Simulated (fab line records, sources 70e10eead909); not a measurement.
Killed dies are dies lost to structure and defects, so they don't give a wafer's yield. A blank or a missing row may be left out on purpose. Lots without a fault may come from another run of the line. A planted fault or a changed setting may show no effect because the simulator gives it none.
Which tool did it? | flow nand_harc | 24 lots, 72 wafers sampled, at 2 steps of a route of 1159

WHAT THE GAUGES READ, wafer by wafer
NHARC_A_ONON_D1_THK_MEAS_08: measures by ellipsometry. Usual: thk_nm 998 nm, standard deviation 8.6.
lot  | measured     | on            | thk_nm (nm)    | flag
L074 | day 7 14:44  | film_metro-02 | 1004 1004 1002 |
L076 | day 7 20:22  | film_metro-02 | 984 985 986    |
L075 | day 7 20:23  | film_metro-02 | 1004 1004 1004 |
L077 | day 8 17:00  | film_metro-01 | 1005 1008 1008 |
L078 | day 8 17:00  | film_metro-02 | 1000 1001 1002 |
L079 | day 8 22:28  | film_metro-02 | 987 987 988    |
L080 | day 8 22:29  | film_metro-01 | 983 981 983    |
L081 | day 9 09:11  | film_metro-02 | 1002 1001 1001 |
L084 | day 9 15:42  | film_metro-01 | 984 982 982    |
L082 | day 9 15:43  | film_metro-02 | 1009 1009 1008 |
L083 | day 9 20:25  | film_metro-02 | 993 992 991    |
L088 | day 11 00:52 | film_metro-02 | 997 997 997    |
L085 | day 11 00:53 | film_metro-01 | 998 1001 999   |
L086 | day 11 08:37 | film_metro-02 | 992 992 991    |
L089 | day 11 16:38 | film_metro-01 | 989 990 989    |
L090 | day 11 16:47 | film_metro-02 | 991 993 991    |
L087 | day 11 17:00 | film_metro-02 | 997 997 998    |
L091 | day 11 21:10 | film_metro-02 | 999 998 1001   |
L092 | day 12 05:11 | film_metro-01 | 1005 1005 1005 |
L095 | day 12 10:08 | film_metro-01 | 1010 1011 1012 |
L093 | day 12 10:10 | film_metro-02 | 1014 1015 1014 |
L094 | day 12 13:47 | film_metro-01 | 1003 1001 1002 |
L096 | day 13 04:35 | film_metro-01 | 1005 1004 1006 |
L097 | day 13 15:04 | film_metro-02 | 1002 999 1000  |

NHARC_A_CHANNEL_HOLE_D1_OVL_MEAS_11. Usual: overlay_x_nm 0.1 nm, standard deviation 0.74; overlay_y_nm 0.3 nm, standard deviation 0.77.
lot  | measured     | on         | overlay_x_nm (nm) | overlay_y_nm (nm) | flag
L074 | day 8 07:28  | overlay-02 | -1.3 -1.3 -0.8    | -1.1 -1.1 0.1     |
L076 | day 8 12:12  | overlay-02 | -1.4 -1.3 -1.2    | 0.0 -0.8 -0.1     |
L075 | day 8 14:13  | overlay-02 | 0.4 0.6 0.2       | 0.0 0.2 0.0       |
L077 | day 9 07:46  | overlay-01 | -0.9 -0.5 -0.9    | -0.4 -0.3 -0.2    |
L078 | day 9 07:36  | overlay-02 | -0.8 -0.6 -0.7    | 1.2 1.1 1.4       |
L079 | day 9 12:10  | overlay-01 | 0.8 0.7 1.2       | 0.0 0.1 0.3       |
L080 | day 9 12:19  | overlay-02 | 0.1 -0.9 -0.4     | 1.5 1.2 1.1       |
L081 | day 9 23:02  | overlay-02 | 1.2 0.7 0.4       | -0.2 -0.2 0.3     |
L084 | day 10 12:20 | overlay-01 | 0.0 -0.3 0.1      | 0.2 -0.2 0.1      |
L082 | day 10 12:10 | overlay-01 | -0.1 0.5 0.0      | 0.1 0.8 0.5       |
L083 | day 10 10:26 | overlay-01 | 1.5 1.0 1.7       | 0.3 -0.4 -0.1     |
L088 | day 11 16:37 | overlay-02 | 1.0 1.2 0.7       | 0.9 0.7 0.7       |
L085 | day 11 16:10 | overlay-01 | 0.3 0.2 0.3       | 1.0 1.0 0.5       |
L086 | day 12 00:06 | overlay-01 | 0.9 1.1 1.1       | 0.9 0.2 0.9       |
L089 | day 12 07:10 | overlay-02 | 0.0 0.3 0.2       | -0.6 -0.4 -0.4    |
L090 | day 12 06:49 | overlay-02 | 0.6 0.3 -0.1      | 2.3 2.0 1.5       |
L087 | day 12 07:19 | overlay-01 | 0.7 0.6 0.9       | 0.8 0.7 0.6       |
L091 | day 12 11:35 | overlay-02 | 0.0 -0.2 -0.5     | 0.2 0.4 0.3       |
L092 | day 12 22:01 | overlay-01 | 0.8 0.2 0.4       | 0.3 0.4 0.6       |
L095 | day 12 23:32 | overlay-02 | -0.8 -1.1 -0.8    | -0.8 -0.3 -1.0    |
L093 | day 12 23:14 | overlay-01 | 0.0 -1.0 0.2      | -0.7 -0.4 -1.1    |
L094 | day 13 04:35 | overlay-01 | 1.3 1.6 1.4       | 0.1 0.0 -0.2      |
L096 | day 13 22:08 | overlay-02 | 0.0 0.3 -0.5      | -0.8 -1.2 -1.2    |
L097 | day 14 05:31 | overlay-01 | 0.0 -0.3 0.1      | 1.3 1.0 1.6       |

WHICH TOOL RAN EACH LOT (tool, then ch and the chambers of the sampled wafers, then the start)
The record holds no process step before these readings.

WHAT THE TOOLS THEMSELVES READ (means of the sampled wafers that have a number; where no wafer has one, the mark that the record gives instead)
The record holds no such reading with a usual standard deviation.

THE ANSWER, worked out from the rows above alone
Rule: a lot is off if the mean of its wafers that have a number lies more than 3 standard deviations from the usual mean. A lot without any number at a reading at which 4 lots or more have one is off too. The other lots that the step has rows for count as sound. The gauges are gone through in route order, then the tools' own readings, and for those a lot's mean is taken as printed above. The first step at which some lot is off is used, and at that step the reading that is off furthest; a lot without a number counts as furthest.
No lot is off at any reading shown: from this, nothing can be told.

WHAT THE SIMULATOR HAD PUT IN
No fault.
